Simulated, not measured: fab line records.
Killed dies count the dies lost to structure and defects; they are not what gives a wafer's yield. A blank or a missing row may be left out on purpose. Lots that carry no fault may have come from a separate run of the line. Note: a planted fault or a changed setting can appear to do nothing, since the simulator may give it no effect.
Lot-split experiment | flow n5Finfet | 21 wafers read across 7 lots, on a route 1938 steps long

## THE SPLIT
At N5_BEOL_M11_EXPOSE_25 (exposes mask V10), the setting doseMj was moved away from the recipe's 85.5 on 5 of the 21 wafers read, by -2.9% to +5.7%. All remaining wafers had this setting at the recipe value.

## FROM THE SPLIT TO THE READING: what the file shows between them, 2 steps
- N5_BEOL_M11_PEB_26: peb time 60 s
- N5_BEOL_M11_DEVELOP_27: develop time 30 s

## THE READING
Shown in nm: cdNm at N5_BEOL_M11_CD_MEAS_28, with target cd 70 nm. Fault-free wafers of this fab line usually give 69.9 nm, standard deviation 0.75 nm.

wafer  | tool, chamber at the split | doseMj as run | against the recipe | cdNm, nm | against lot-mates on the recipe
L074.1 | arfiScanner-03, 0          | 85.5          | recipe             | 69.4     | -
L074.2 | arfiScanner-03, 0          | 83.26         | -2.6%              | 68.1     | -2.0
L074.5 | arfiScanner-03, 0          | 85.5          | recipe             | 70.8     | -
L075.1 | arfiScanner-02, 0          | 85.5          | recipe             | 70.4     | -
L075.2 | arfiScanner-02, 0          | 85.5          | recipe             | 69.4     | -
L075.3 | arfiScanner-02, 0          | 85.5          | recipe             | 70.5     | -
L078.1 | arfiScanner-03, 0          | 85.5          | recipe             | 70.7     | -
L078.4 | arfiScanner-03, 0          | 90.36         | +5.7%              | 74.8     | +3.5
L078.5 | arfiScanner-03, 0          | 85.5          | recipe             | 71.8     | -
L083.3 | arfiScanner-01, 0          | 83.05         | -2.9%              | 67.1     | -2.2
L083.5 | arfiScanner-01, 0          | 85.5          | recipe             | 69.4     | -
L083.6 | arfiScanner-01, 0          | 85.5          | recipe             | 69.1     | -
L096.2 | arfiScanner-01, 0          | 85.5          | recipe             | 69.6     | -
L096.3 | arfiScanner-01, 0          | 88.6          | +3.6%              | 73.0     | +3.4
L096.4 | arfiScanner-01, 0          | 88.6          | +3.6%              | 72.6     | +3.0
L094.1 | arfiScanner-01, 0          | 85.5          | recipe             | 70.0     | -
L094.2 | arfiScanner-01, 0          | 85.5          | recipe             | 70.1     | -
L094.3 | arfiScanner-01, 0          | 85.5          | recipe             | 71.3     | -
L097.3 | arfiScanner-03, 0          | 85.5          | recipe             | 69.9     | -
L097.4 | arfiScanner-03, 0          | 85.5          | recipe             | 70.2     | -
L097.5 | arfiScanner-03, 0          | 85.5          | recipe             | 70.5     | -

FIT RESULTS
A straight line over all 21 wafers: cdNm changes by +0.814 nm for each +1% of doseMj; r = +0.92; the points scatter about the line by 0.69 nm.
The same after taking each lot's own level away (the mean of its wafers on the recipe; 21 wafers): +0.742 nm for each +1%; r = +0.95; scatter 0.49 nm.
Per that fit: largest doseMj move, reading shift of 4.2 nm.
From 69.25 to 71.25 nm: that is the span of the lots' own levels, equal to 2.7 times the standard deviation above.
The two slopes agree, so the slope changes little with the lot-to-lot level.
Check: +4.78 nm against its lot-mates is what the line predicts for one of the wafers moved furthest among these (+5.7%) when that wafer is left out of the fit. It came out at +3.55 nm against them.

## ADDITIONAL SPLITS CARRIED BY THESE WAFERS
Note: prior to the reading, these wafers also went through further splits. Each is held against what the fit with the lots' levels taken away leaves over:
other split on the same wafers | wafers away from the commonest value | r with cdNm (lot level and that fit taken away)
N5_BEOL_M10_ETCH_62 timeS      | 10                                   | -0.11
N5_BEOL_M10_PEB_26 pebTimeS    | 9                                    | -0.02
N5_BEOL_M11_COAT_63 spinRpm    | 6                                    | +0.07

## THE FILE'S OWN FIT
cdNm changes by +0.715 nm for each +1% of doseMj, r = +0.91.
